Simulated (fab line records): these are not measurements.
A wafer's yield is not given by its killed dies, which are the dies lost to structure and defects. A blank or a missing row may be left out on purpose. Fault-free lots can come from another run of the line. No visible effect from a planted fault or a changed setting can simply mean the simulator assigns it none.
Matching of chambers	flow n5 finfet	N5_SDB_CMP_30 on cmp-01: 4 sister chambers
The step polishes, stops on poly-Si, t overpolish 1.54 s, target thk 30 nm. 4 wafers are shown with their chamber, then 10 later ones without.

== WAFERS, EACH WITH ITS CHAMBER ==
wafer	chamber	time to endpoint s (s)
L088.4	2	21
L088.5	0	20
L089.2	1	17
L089.5	3	24

== WAFERS MISSING THEIR CHAMBER ==
wafer	time to endpoint s (s)
L089.6	18
L090.2	17
L090.3	24
L090.5	25
L091.1	23
L091.3	24
L091.5	25
L092.2	20
L092.4	18
L092.5	15

== CHAMBER TAKEN BY EACH ==
wafer	from the rows above	in truth
L089.6	can't be placed: 1 or 0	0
L090.2	1	1
L090.3	3	3
L090.5	3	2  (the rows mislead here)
L091.1	can't be placed: 3 or 2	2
L091.3	3	3
L091.5	3	3
L092.2	can't be placed: 0 or 2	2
L092.4	can't be placed: 1 or 0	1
L092.5	1	1
Correctly placed: 5 of 10. Cannot be placed on the basis of these rows: 4; the candidates contain the true chamber in 4. Wrongly placed: 1.
How it was worked out, from the rows above alone: a wafer's distance from a chamber is the root of the sum, over the readings, of the square of ((its reading less the chamber's mean) divided by the reading's scatter). The wafer belongs to the nearest chamber; if the next one is less than 2 further off, it can't be placed. For every chamber, the mean is computed from those of its wafers that are shown. The scatter: with one shown wafer a chamber, the root of the mean of the squares of how far each hidden wafer lies from its nearest shown one.
